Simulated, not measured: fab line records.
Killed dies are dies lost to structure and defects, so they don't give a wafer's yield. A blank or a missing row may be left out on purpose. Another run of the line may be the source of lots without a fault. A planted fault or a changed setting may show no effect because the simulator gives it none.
fab line records	flow n5Finfet
record: lots: 7	wafers: 39
route steps=1938 shown BEOL_M11@1539 PASSIVATION@1929
startH: start of the lot's first displayed wafer, in hours after the record's first day	waitH: hours since the lot's step before	" repeats the value in the row above	L1.1+2: a row that stands for several wafers	- either no value or no given start	* or withheld: withheld	< > ~ a bound
route shown NAME@n: names a module that has steps shown in the file, with the first one's number in the route	usual: mean/standard deviation taken from wafers without a fault	same: alike in all rows	chamber/n: place in a boat	sites: readings site by site	_std_site: standard deviation of those values	_edge_site: outer sites' mean less inner sites'	radiusMm: how far each site lies from the wafer's centre	mask NAME#n: copy n	behind: the most recent tool/chamber to have shaped the wafer	hold: why the lot went on hold/how many hours it stayed there/how the hold came to an end	device: which transistor (n, p or np) failed to switch	end of line: the route-end tests of the same wafers	a step given without rows: its recipe and nothing more	killed: count of dies lost to structure and defects at first sort (not the wafer's yield)	map: per-die view of a wafer (x killed, . not killed, _ where there is no die)
set.NAME: setting as actually run; set.NAME@STEP: the setting as run at that earlier step	model.NAME: the simulator's own value behind a step, which no gauge read
lots whose settings were changed on purpose; a table a step, a row a wafer
== steps ==
step: N5_BEOL_M11_PECVD_70
recipe: material: SiO2	targetThkA: 200	tempC: 400	precursor: TEOS/O2	pressureTorr: 5.5	rfW: 450	teosFlowSccm: 53.8	gas: O2	flowSccm: 3000	timeS: 22.7
lot.wafer	tool	chamber	startH	waitH	set.timeS	model.SiO2_of_BEOL_M11_PECVD_70.thkNm
L074.1	pecvd-02	2	221.31	0.0	29.75	25.8
L074.2+3+4	"	1,0,1	"	"	22.7	20
L074.5	"	2	"	"	29.75	26.4
L074.6	"	0	"	"	29.75	26.6
L075.1	pecvd-02	2	225.69	0.0	22.7	19.8
L075.2+4+6	"	0,1,2	"	"	22.7	20
L075.3	"	1	"	"	22.7	19.6
L075.5	"	0	"	"	22.7	20.4
L077.3	pecvd-03	1	235.34	0.1	22.7	19.8
L077.4+5	"	1	"	"	22.7	20
L085.1	pecvd-03	1	301.77	0.0	14.3	12.4
L085.2	"	0	"	"	22.7	19.6
L085.3+6	"	2,0	"	"	14.3	12.6
L085.4+5	"	1,2	"	"	22.7	19.8
L089.1	pecvd-02	0	313.20	0.0	15.33	13.6
L089.2	"	1	"	"	22.7	19
L089.3	"	2	"	"	15.33	12.8
L089.4+6	"	1,2	"	"	22.7	19.6
L089.5	"	0	"	"	15.33	13.8
L093.1	pecvd-02	0	336.37	0.0	22.7	19.8
L093.2+5	"	2,1	"	"	22.7	19.6
L093.3	"	1	"	"	22.7	19.4
L093.4	"	2	"	"	22.7	20
L093.6	"	0	"	"	22.7	20.2
L097.1+2+5	pecvd-04	2,1,2	385.35	0.0	22.7	20
L097.3	"	0	"	"	22.7	19.8
L097.4	"	1	"	"	22.7	20.4
L097.6	"	0	"	"	22.7	20.2
step: N5_BEOL_M11_HM_DEP_02
recipe: material: TiN	targetThkA: 200	tempC: 25	chamberPressurePa: 0.49996
step: N5_BEOL_M11_COAT_59
recipe: resist: SOC	tempC: 250	timeS: 60	spinRpm: 1500	resistThkNm: 100
step: N5_BEOL_M11_ECD_50
recipe: material: Cu	targetThkA: 3180
step: N5_BEOL_M11_ANNEAL_51
recipe: tempC: 225	timeS: 90	ambient: N2
step: N5_BEOL_M11_CMP_52
recipe: stopOn: SiCOH_lowk	tOverpolishS: 7	downForcePsi: 1	platenRpm: 50	clearingPlatenDownForcePsi: 1.5	clearingPlatenRpm: 50	postCmpClean: cuAlkaline	targetThkNm: 140	clearingPlatenPadVelocityMS: 0.99484	padVelocityMS: 0.99484
usual: barrierFieldEndpointS: 28.6/0.92
lot.wafer	tool	chamber	startH	waitH	set.timeS@BEOL_M11_PECVD_70	barrierFieldEndpointS
L074.4	cmp-03	0	227.43	0.2	22.7	28.1
L074.3	"	1	"	"	22.7	29.6
L074.2	"	2	"	"	22.7	30.7
L074.1	"	3	"	"	29.75	36.0
L074.5	"	0	"	"	29.75	36.4
L074.6	"	1	"	"	29.75	36.8
L075.1	cmp-02	0	233.93	0.3	22.7	29.8
L075.3	"	1	"	"	22.7	27.9
L075.2	"	2	"	"	22.7	28.7
L075.4	"	3	"	"	22.7	29.0
L075.5	"	0	"	"	22.7	29.3
L075.6	"	1	"	"	22.7	28.3
L077.4	cmp-03	2	242.73	0.2	22.7	29.2
L077.3	"	3	"	"	22.7	28.3
L077.5	"	2	"	"	22.7	29.0
L085.4	cmp-03	3	309.29	0.1	22.7	28.3
L085.1	"	0	"	"	14.3	18.7
L085.3	"	1	"	"	14.3	19.8
L085.2	"	2	"	"	22.7	28.8
L085.5	"	3	"	"	22.7	29.1
L085.6	"	0	"	"	14.3	18.7
L089.4	cmp-03	2	319.51	0.2	22.7	28.7
L089.1	"	3	"	"	15.33	20.4
L089.3	"	0	"	"	15.33	19.2
L089.2	"	1	"	"	22.7	28.1
L089.5	"	2	"	"	15.33	21.8
L089.6	"	3	"	"	22.7	27.7
L093.1	cmp-03	0	343.08	0.3	22.7	27.5
L093.3	"	1	"	"	22.7	27.9
L093.4	"	2	"	"	22.7	30.1
L093.2	"	3	"	"	22.7	27.5
L093.5	"	0	"	"	22.7	26.5
L093.6	"	1	"	"	22.7	28.2
L097.1	cmp-03	1	393.42	0.3	22.7	28.5
L097.4	"	2	"	"	22.7	29.1
L097.2	"	3	"	"	22.7	28.2
L097.3	"	0	"	"	22.7	27.4
L097.5	"	1	"	"	22.7	27.9
L097.6	"	2	"	"	22.7	29.7
step: N5_PASSIVATION_PASS_ETCH_47
recipe: chemistry: CF4/O2	target: SiNx	targetDepthA: 7700	timeS: 385	ionEnergyEv: 100	pressureMtorr: 40	sourceW: 535	biasW: 49	Ar_flow_sccm: 100	cf4FlowSccm: 100	O2_flow_sccm: 10
lot.wafer	tool	chamber	startH	waitH	set.timeS	model.etch.depthNm
L074.1	rieDiel-03	1	268.96	0.0	385	755.8
L074.2	"	0	"	"	385	756.8
L074.3	"	2	"	"	385	723.4
L074.4	"	3	"	"	385	755.9
L074.5	"	3	"	"	385	749.7
L074.6	"	2	"	"	385	725.6
L075.1	rieDiel-03	3	280.53	0.0	385	747.7
L075.2	"	2	"	"	385	713.7
L075.3	"	1	"	"	385	751
L075.4	"	0	"	"	385	755.3
L075.5	"	0	"	"	385	758
L075.6	"	1	"	"	385	749.5
L077.3	rieDiel-06	3	289.18	0.0	385	774.4
L077.4	"	1	"	"	385	807
L077.5	"	2	"	"	385	787.8
L085.1	rieDiel-03	3	344.30	0.0	385	746.8
L085.2	"	2	"	"	385	751.7
L085.3	"	0	"	"	269	526.9
L085.4	"	1	"	"	269	521.9
L085.5	"	0	"	"	269	523.8
L085.6	"	3	"	"	385	742.1
L089.1	rieDiel-06	3	353.65	0.0	385	760.9
L089.2	"	1	"	"	385	791.5
L089.3	"	2	"	"	385	779.3
L089.4	"	0	"	"	385	782.5
L089.5	"	3	"	"	385	762
L089.6	"	0	"	"	385	781.2
L093.1	rieDiel-06	1	377.15	0.0	385	804.2
L093.2	"	2	"	"	480.8	982.5
L093.3	"	3	"	"	480.8	962.9
L093.4	"	0	"	"	385	780.3
L093.5	"	3	"	"	480.8	963
L093.6	"	0	"	"	385	783
L097.1	rieDiel-01	1	423.43	0.0	385	767.8
L097.2	"	2	"	"	385	762.7
L097.3	"	0	"	"	385	767.5
L097.4	"	3	"	"	385	741.3
L097.5	"	1	"	"	385	773.3
L097.6	"	0	"	"	385	767.6
== key ==
split: step: N5_BEOL_M11_PECVD_70	setting: timeS	stated: 22.7	by: wafer
response: step: N5_BEOL_M11_PECVD_70	reading: model.SiO2_of_BEOL_M11_PECVD_70.thkNm	change: +0.194	per: 1%	r: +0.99
response: step: N5_BEOL_M11_CMP_52	reading: barrierFieldEndpointS	change: +0.244	per: 1%	r: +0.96
split: step: N5_PASSIVATION_PASS_ETCH_47	setting: timeS	stated: 385	by: wafer
response: step: N5_PASSIVATION_PASS_ETCH_47	reading: model.etch.depthNm	change: +7.33	per: 1%	r: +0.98
